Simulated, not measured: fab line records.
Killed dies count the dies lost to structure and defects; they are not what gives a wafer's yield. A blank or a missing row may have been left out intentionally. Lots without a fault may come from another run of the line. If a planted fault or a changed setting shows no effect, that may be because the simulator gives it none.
Comparing a struck lot with a sound one | flow n5_finfet | 37 steps out of a route of 1938
Sound: wafers L363.1, L363.3, L363.5. Struck: wafers L372.1, L372.2, L372.3. At the end, the cause is stated.
At each step with rows: each side's tool, then ch and its chambers, then its first start. Under that, the readings that differ: sound wafers | struck wafers | difference of the means | sigmas: that difference in standard deviations of wafers without a fault.
alike: words and numbers the same on both sides, and readings whose means are apart by under 2 such deviations; not compared: readings that were withheld, readings missing a value for some wafer, numbers with overlapping values and no deviation given by the record, and bounds like >300 which may hide the same value.
The two part at a step that has a row with sigmas, a row that says differs or no value, or rows on one side only. Non-overlapping numbers with no deviation appear without sigmas and do not part them. Lack of a reading on every wafer of one side parts them only where that side has two or more wafers.

first, 9 steps without rows for these wafers: N5_BEOL_M8_DESCUM_33 (chemistry O2, time 7 s); N5_BEOL_M8_ETCH_72 (etches underlayer in N2/H2, target depth 6.5 nm, time 5.2 s); N5_BEOL_M8_ETCH_65 (etches SiARC in CF4, target depth 15.6 nm, time 26 s); N5_BEOL_M8_ETCH_66 (etches SOC in N2/H2, target depth 80 nm, overetch 16 nm, time 120 s); N5_BEOL_M8_STRIP_69 (strips in N2/H2); N5_BEOL_M8_STRIP_73 (strips in N2/H2); N5_BEOL_M8_VIA_ETCH_34 (etches SiCOH lowk in C4F6/O2, target depth 125.5 nm, time 50.5 s); N5_BEOL_M8_STRIP_76 (strips in C4F6/O2); N5_BEOL_M8_STRIP_36 (strips in N2/H2).
N5_BEOL_M8_TRENCH_ETCH_37: etches SiCOH lowk in C4F6/O2, target depth 93.478 nm, time 31.2 s.
  sound on rie_diel-01 ch 1,2,3, day 10 13:08; struck on rie_diel-01 ch 0,2,3, day 13 09:40
  reading                             | sound             | struck            | difference | sigmas
  oes_f_703_au (a.u.)                 | 0.75 0.73 0.73    | 0.52 0.50 0.51    | -0.23      | -2
  rf_fwd_power_W (W)                  | 339.8 340.9 336.7 | 258.5 255.1 259.1 | -81.6      | -54
  rf_vpp_V (V)                        | 669 677 668       | 780 769 766       | +100       | +19
  model.etch.depth_nm (nm)            | 92.87 92.11 91.95 | 82.94 83.18 82.54 | -9.42      |
  model.BEOL_M8.feature_depth_nm (nm) | 92.8 92.2 92      | 83 83.2 82.6      | -9         |
  alike: drypump_motor_current_A, oes_product_au, showerhead_plenum_p_Torr, throttle_valve_pct
  not compared: rf_hours_counter_h
then, 2 steps without rows for these wafers: N5_BEOL_M8_ETCH_41 (etches SiCN in CH3F/O2, target depth 31.9 nm, time 57.8 s); N5_BEOL_M8_STRIP_80 (strips in N2/H2, time 10 s).
N5_BEOL_M8_OCD_MEAS_38:
  sound on ocd-01 at day 10 13:19; struck on ocd-01 at day 13 09:49
  reading              | sound          | struck         | difference | sigmas
  trench_depth_nm (nm) | 92.8 92.2 91.8 | 82.6 83.6 82.3 | -9.4       | -7
then, 13 steps without rows for these wafers: N5_BEOL_M8_HM_STRIP_39 (strips TiN in peroxide tin strip, target depth 25 nm, time 158 s); N5_BEOL_M8_SRD_40 (time 30 s); N5_BEOL_M8_PRECLEAN_42 (cleans in residue remover, time 60 s); N5_BEOL_M8_SRD_43 (time 30 s); N5_BEOL_M8_CURE_75 (cures SiCOH lowk, time 120 s); N5_BEOL_M8_DEGAS_44 (time 60 s); N5_BEOL_M8_PRE_CLEAN_45 (time 30 s); N5_BEOL_M8_ALD_77 (deposits TaN, target thk 2 nm, pulse time 2 s, purge time 3 s); N5_BEOL_M8_SURFACE_TREAT_79; N5_BEOL_M8_CVD_78 (deposits Co from CCTBA/H2, target thk 2 nm, time 142.3 s); N5_BEOL_M8_SPUTTER_48 (material Cu, target thk 10 nm, time 1.667 s); N5_BEOL_M8_ECD_50 (material Cu, target thk 300 nm); N5_BEOL_M8_ANNEAL_51 (time 90 s).
N5_BEOL_M8_CMP_52: polishes, stops on SiCOH lowk, t overpolish 6.9 s, target thk 80 nm.
  sound on cmp-01 ch 0,2, day 10 15:40; struck on cmp-02 ch 1,2,3, day 13 14:04
  reading                                | sound          | struck       | difference | sigmas
  model.Cu_of_BEOL_M8_ECD_50.thk_nm (nm) | 81.8 79.2 79.6 | 70.6 71 69.4 | -9.9       |
  alike: barrier_field_endpoint_s, motor_current_A, overpolish_run_s, time_to_endpoint_s
N5_BEOL_M8_THK_MEAS_53: measures by xrf.
  sound on film_metro-02 at day 10 15:55; struck on film_metro-02 at day 13 14:21
  reading     | sound          | struck         | difference | sigmas
  M8_THK (nm) | 81.8 79.2 80.2 | 70.5 70.8 69.1 | -10.3      | -6
then, 2 steps without rows for these wafers: N5_BEOL_M8_PRE_CLEAN_55 (time 15 s); N5_BEOL_M8_DEP_56 (deposits SiCN from 3MS/NH3, target thk 10 nm, time 17.5 s).
N5_BEOL_M8_RS_MEAS_57: uses a four-point probe to measure.
  sound on film_metro-01 at day 10 16:03; struck on film_metro-02 at day 13 14:31
  reading        | sound             | struck            | difference | sigmas
  M8_RS (ohm/sq) | 0.280 0.290 0.289 | 0.333 0.330 0.340 | +0.048     | +8
then, 5 steps without rows for these wafers: N5_BEOL_M9_ILD_DEP_00 (deposits SiCOH lowk from DEMS/porogen, target thk 308.51 nm, time 58 s); N5_BEOL_M9_CURE_71 (cures SiCOH lowk, time 240 s); N5_BEOL_M9_PECVD_70 (deposits SiO2 from TEOS/O2, target thk 20 nm, time 22.7 s); N5_BEOL_M9_HM_DEP_02 (deposits TiN, target thk 20 nm); N5_BEOL_M9_COAT_59 (time 60 s, resist thk 100 nm).
-- record jumps: 2 days separate the struck wafers' starts on either side; left off in module BEOL_M9, taken up again in module BEOL_M15, whose first shown step is the route's number 1830 --
N5_BEOL_M15_RC_MEAS_101:
  sound on prober-01 ch 0, day 12 20:02; struck on prober-02 ch 0, day 15 18:47
  reading                   | sound                 | struck                  | difference | sigmas
  COMB_M14 (S/m)            | 4e-12 4.1e-12 5.3e-12 | 3.3e-12 2.9e-12 2.3e-12 | -1.6e-12   | -3
  COMB_M15 (S/m)            | 2.4e-12 3e-12 3.9e-12 | 1.6e-12 1.4e-12 1.9e-12 | -1.5e-12   | -3
  SERP_M8 (ohm/um)          | 13.7 14.1 14.1        | 15.6 15.8 16.1          | +1.9       | +5
  SERP_M8_max_site (ohm/um) | 14.2 14.7 14.5        | 16.5 16.9 16.2          | +2.1       | +5
  alike: etest_temp_c, COMB_M10, COMB_M11, COMB_M12, COMB_M13, COMB_M13_max_site, COMB_M5, COMB_M6, COMB_M7, COMB_M8, COMB_M9, SERP_M10, SERP_M11, SERP_M12, SERP_M13, SERP_M13_max_site, SERP_M14, SERP_M5, SERP_M6, SERP_M7, SERP_M9, SERP_M9_max_site

== WHERE THEY PART ==
Earliest at N5_BEOL_M8_TRENCH_ETCH_37; latest, in this record, at N5_BEOL_M15_RC_MEAS_101.

WHY: what had been put in by the simulator
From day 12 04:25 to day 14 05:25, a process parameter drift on rie_diel-01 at N5_BEOL_M8_TRENCH_ETCH_37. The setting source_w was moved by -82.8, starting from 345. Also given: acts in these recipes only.
